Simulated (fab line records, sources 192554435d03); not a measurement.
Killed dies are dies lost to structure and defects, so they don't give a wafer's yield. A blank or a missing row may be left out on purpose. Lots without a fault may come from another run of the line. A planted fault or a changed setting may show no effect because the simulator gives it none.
Which tool did it? | flow n5_finfet | 24 lots, 72 wafers sampled, at 3 steps of a route of 1938

WHAT THE GAUGES READ, wafer by wafer
N5_BEOL_M7_OVL_MEAS_12. Usual: M7_OVL -0.7 nm, standard deviation 0.8.
lot  | measured     | on         | M7_OVL (nm)    | flag
L074 | day 8 21:07  | overlay-01 | -1.3 -0.6 0.3  |
L075 | day 9 06:01  | overlay-01 | -0.8 -1.3 -1.9 |
L077 | day 9 18:50  | overlay-01 | -0.9 -1.2 -0.1 |
L076 | day 10 08:05 | overlay-02 | -1.1 -2.3 -1.1 |
L078 | day 10 14:59 | overlay-02 | 0.8 -0.8 1.1   |
L079 | day 11 00:31 | overlay-02 | -0.6 -0.4 -2.0 |
L082 | day 11 14:18 | overlay-01 | -0.7 -0.4 -2.3 |
L080 | day 11 14:04 | overlay-02 | -1.0 0.6 -0.4  |
L081 | day 11 16:59 | overlay-01 | -0.7 -1.1 -1.2 |
L083 | day 12 01:14 | overlay-01 | 0.3 -0.7 0.4   |
L084 | day 12 02:08 | overlay-02 | -0.8 1.1 -1.1  |
L086 | day 12 05:57 | overlay-01 | -1.1 -2.7 -2.3 |
L085 | day 12 11:11 | overlay-02 | -0.2 0.6 0.2   |
L088 | day 12 17:26 | overlay-02 | -0.7 -0.3 -0.8 |
L087 | day 12 22:18 | overlay-02 | 0.0 0.5 0.2    |
L090 | day 13 01:29 | overlay-01 | 0.1 -0.3 -2.2  |
L089 | day 13 09:29 | overlay-01 | 0.3 -0.5 -0.5  |
L091 | day 13 18:58 | overlay-01 | -0.9 -1.4 -2.6 |
L092 | day 13 22:17 | overlay-01 | 0.2 -0.6 0.0   |
L093 | day 14 04:50 | overlay-02 | -0.9 0.2 -1.0  |
L094 | day 14 13:24 | overlay-01 | -1.4 -1.0 -0.9 |
L095 | day 15 05:39 | overlay-02 | -0.6 -2.3 -0.6 |
L097 | day 15 06:46 | overlay-01 | -0.2 -0.4 -0.6 |
L096 | day 15 09:04 | overlay-02 | -1.4 -1.4 -0.8 |

WHICH TOOL RAN EACH LOT (tool, then ch and the chambers of the sampled wafers, then the start)
lot  | N5_BEOL_M6_CURE_75            | N5_BEOL_M6_DEP_56
L074 | uv_cure-01 ch 0, day 8 15:03  | pecvd-03 ch 0,1,2, day 8 17:43
L075 | uv_cure-03 ch 1, day 9 01:19  | pecvd-01 ch 0,1,2, day 9 03:56
L077 | uv_cure-02 ch 0, day 9 13:52  | pecvd-03 ch 0,1, day 9 17:02
L076 | uv_cure-03 ch 2, day 10 01:11 | pecvd-02 ch 0,1,2, day 10 05:13
L078 | uv_cure-03 ch 1, day 10 08:17 | pecvd-01 ch 0,1,2, day 10 11:52
L079 | uv_cure-03 ch 2, day 10 19:05 | pecvd-03 ch 1,2, day 10 22:53
L082 | uv_cure-03 ch 2, day 11 08:41 | pecvd-01 ch 0,1, day 11 12:34
L080 | uv_cure-01 ch 1, day 11 09:05 | pecvd-03 ch 0,1,2, day 11 12:29
L081 | uv_cure-02 ch 2, day 11 12:16 | pecvd-02 ch 0,1,2, day 11 14:51
L083 | uv_cure-02 ch 1, day 11 19:00 | pecvd-02 ch 1,2, day 11 22:20
L084 | uv_cure-02 ch 2, day 11 21:34 | pecvd-02 ch 0,1,2, day 11 23:49
L086 | uv_cure-03 ch 2, day 12 01:35 | pecvd-03 ch 0,2, day 12 04:01
L085 | uv_cure-02 ch 1, day 12 04:59 | pecvd-01 ch 0, day 12 07:08
L088 | uv_cure-02 ch 0, day 12 12:40 | pecvd-02 ch 0,1,2, day 12 15:28
L087 | uv_cure-02 ch 0, day 12 16:40 | pecvd-03 ch 0,1, day 12 18:34
L090 | uv_cure-03 ch 2, day 12 22:10 | pecvd-03 ch 0,1, day 13 00:16
L089 | uv_cure-03 ch 1, day 13 04:23 | pecvd-01 ch 0,2, day 13 06:46
L091 | uv_cure-02 ch 2, day 13 14:29 | pecvd-01 ch 0,1, day 13 16:49
L092 | uv_cure-01 ch 1, day 13 18:28 | pecvd-01 ch 0,2, day 13 20:43
L093 | uv_cure-02 ch 2, day 13 23:58 | pecvd-02 ch 0,1,2, day 14 02:47
L094 | uv_cure-03 ch 0, day 14 07:06 | pecvd-02 ch 0,1,2, day 14 11:13
L095 | uv_cure-02 ch 0, day 14 21:50 | pecvd-02 ch 0,1,2, day 15 03:38
L097 | uv_cure-03 ch 1, day 15 02:46 | pecvd-02 ch 0,2, day 15 05:16
L096 | uv_cure-03 ch 0, day 15 04:47 | pecvd-03 ch 0,1,2, day 15 07:01
- N5_BEOL_M6_CURE_75: cures SiCOH lowk, time 120 s.
- N5_BEOL_M6_DEP_56: deposits SiCN from 3MS/NH3, target thk 10 nm, time 17.5 s.

WHAT THE TOOLS THEMSELVES READ (means of the sampled wafers that have a number; where no wafer has one, the mark that the record gives instead)
N5_BEOL_M6_CURE_75. Usual: lamp_power_pct 52.31 %, standard deviation 0.057; wafer_temp_C_max 371.6, standard deviation 0.62.
lot  | tool       | lamp_power_pct (%) | wafer_temp_C_max | flag
L074 | uv_cure-01 | 52.28              | 371.7            |
L075 | uv_cure-03 | 52.29              | 370.9            |
L077 | uv_cure-02 | 52.36              | 371.1            |
L076 | uv_cure-03 | 52.29              | 371.3            |
L078 | uv_cure-03 | 52.33              | 371.1            |
L079 | uv_cure-03 | 52.28              | 371.8            |
L082 | uv_cure-03 | 52.29              | 371.3            |
L080 | uv_cure-01 | 52.30              | 371.5            |
L081 | uv_cure-02 | 52.30              | 371.7            |
L083 | uv_cure-02 | 52.36              | 373.1            |
L084 | uv_cure-02 | 52.34              | 371.7            |
L086 | uv_cure-03 | 52.28              | 371.6            |
L085 | uv_cure-02 | 52.28              | 373.3            |
L088 | uv_cure-02 | 52.32              | 371.1            |
L087 | uv_cure-02 | 52.24              | 371.2            |
L090 | uv_cure-03 | 52.35              | 371.8            |
L089 | uv_cure-03 | 52.30              | 370.8            |
L091 | uv_cure-02 | 52.27              | 371.4            |
L092 | uv_cure-01 | 52.30              | 371.9            |
L093 | uv_cure-02 | 52.27              | 371.6            |
L094 | uv_cure-03 | 52.27              | 372.1            |
L095 | uv_cure-02 | 52.30              | 371.1            |
L097 | uv_cure-03 | 52.35              | 371.3            |
L096 | uv_cure-03 | 52.28              | 371.9            |

N5_BEOL_M6_DEP_56. Usual: rf_fwd_power_W 200.0 W, standard deviation 0.72; showerhead_plenum_p_Torr 3.662 Torr, standard deviation 0.01; throttle_valve_pct 9.0 %, standard deviation 0.54.
lot  | tool     | rf_fwd_power_W (W) | showerhead_plenum_p_Torr (Torr) | throttle_valve_pct (%) | flag
L074 | pecvd-03 | 199.8              | 3.660                           | 8.9                    |
L075 | pecvd-01 | 199.3              | 3.665                           | 8.9                    |
L077 | pecvd-03 | 199.5              | 3.660                           | 9.2                    |
L076 | pecvd-02 | 200.3              | 3.659                           | 9.2                    |
L078 | pecvd-01 | 199.6              | 3.664                           | 9.0                    |
L079 | pecvd-03 | 200.5              | 3.648                           | 9.0                    |
L082 | pecvd-01 | 199.5              | 3.655                           | 9.0                    |
L080 | pecvd-03 | 200.6              | 3.654                           | 8.6                    |
L081 | pecvd-02 | 200.0              | 3.662                           | 9.2                    |
L083 | pecvd-02 | 199.2              | 3.656                           | 9.4                    |
L084 | pecvd-02 | 199.8              | 3.660                           | 9.1                    |
L086 | pecvd-03 | 200.4              | 3.669                           | 8.4                    |
L085 | pecvd-01 | 199.9              | 3.666                           | 8.9                    |
L088 | pecvd-02 | 200.1              | 3.661                           | 9.2                    |
L087 | pecvd-03 | 200.3              | 3.660                           | 9.3                    |
L090 | pecvd-03 | 200.1              | 3.658                           | 9.3                    |
L089 | pecvd-01 | 199.9              | 3.671                           | 8.8                    |
L091 | pecvd-01 | 199.2              | 3.659                           | 8.9                    |
L092 | pecvd-01 | 200.5              | 3.677                           | 8.8                    |
L093 | pecvd-02 | 200.1              | 3.658                           | 9.2                    |
L094 | pecvd-02 | 199.9              | 3.658                           | 9.4                    |
L095 | pecvd-02 | 199.4              | 3.660                           | 9.3                    |
L097 | pecvd-02 | 200.2              | 3.663                           | 9.2                    |
L096 | pecvd-03 | 200.8              | 3.663                           | 8.7                    |

THE ANSWER, worked out from the rows above alone
Rule: a lot is off if the mean of its wafers that have a number lies more than 3 standard deviations from the usual mean. A lot without any number at a reading at which 4 lots or more have one is off too. The other lots that the step has rows for count as sound. The gauges are gone through in route order, then the tools' own readings, and for those a lot's mean is taken as printed above. The first step at which some lot is off is used, and at that step the reading that is off furthest; a lot without a number counts as furthest.
No lot is off at any reading shown: from this, nothing can be told.

WHAT THE SIMULATOR HAD PUT IN
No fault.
